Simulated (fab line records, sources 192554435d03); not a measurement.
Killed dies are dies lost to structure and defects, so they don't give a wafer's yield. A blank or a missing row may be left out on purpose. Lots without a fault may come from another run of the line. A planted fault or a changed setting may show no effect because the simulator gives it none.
Chamber matching | flow n5_finfet | N5_MOL_CONTACT_COAG_ETCH_110 on rie_diel-05: 4 sister chambers
The step etches Si in CF4/O2, target depth 2.5 nm, time 8 s. 8 wafers are shown with their chamber, then 7 later ones without.

WAFERS WITH THEIR CHAMBER
wafer  | chamber | showerhead_plenum_p_Torr (Torr) | oes_product_au (a.u.)
L077.4 | 2       | 2.27                            | 0.69
L077.6 | 1       | 2.32                            | 0.79
L083.3 | 0       | 2.18                            | 0.94
L083.4 | 2       | 2.27                            | 0.68
L086.4 | 3       | 2.25                            | 0.84
L086.6 | 1       | 2.32                            | 0.77
L090.1 | 3       | 2.25                            | 0.84
L090.2 | 0       | 2.17                            | 0.91

WAFERS WITHOUT THEIR CHAMBER
wafer  | showerhead_plenum_p_Torr (Torr) | oes_product_au (a.u.)
L090.3 | 2.31                            | 0.77
L092.1 | 2.25                            | 0.83
L092.3 | 2.17                            | 0.89
L092.4 | 2.31                            | 0.76
L094.2 | 2.17                            | 0.89
L094.3 | 2.24                            | 0.82
L094.5 | 2.24                            | 0.82

WHICH CHAMBER EACH WENT THROUGH
wafer  | from the rows above | in truth
L090.3 | 1                   | 1
L092.1 | 3                   | 3
L092.3 | 0                   | 0
L092.4 | 1                   | 1
L094.2 | 0                   | 0
L094.3 | 3                   | 3
L094.5 | 3                   | 3
Placed correctly: 7 of 7. Can't be placed from these rows: 0. Placed wrongly: 0.
How it was worked out, from the rows above alone: a wafer's distance from a chamber is the root of the sum, over the readings, of the square of ((its reading less the chamber's mean) divided by the reading's scatter). The wafer belongs to the nearest chamber; if the next one is less than 2 further off, it can't be placed. A chamber's mean is the mean of its shown wafers. The scatter: the root of (the sum of the squares of (reading less its chamber's mean) over the shown wafers, divided by (wafers less chambers)).
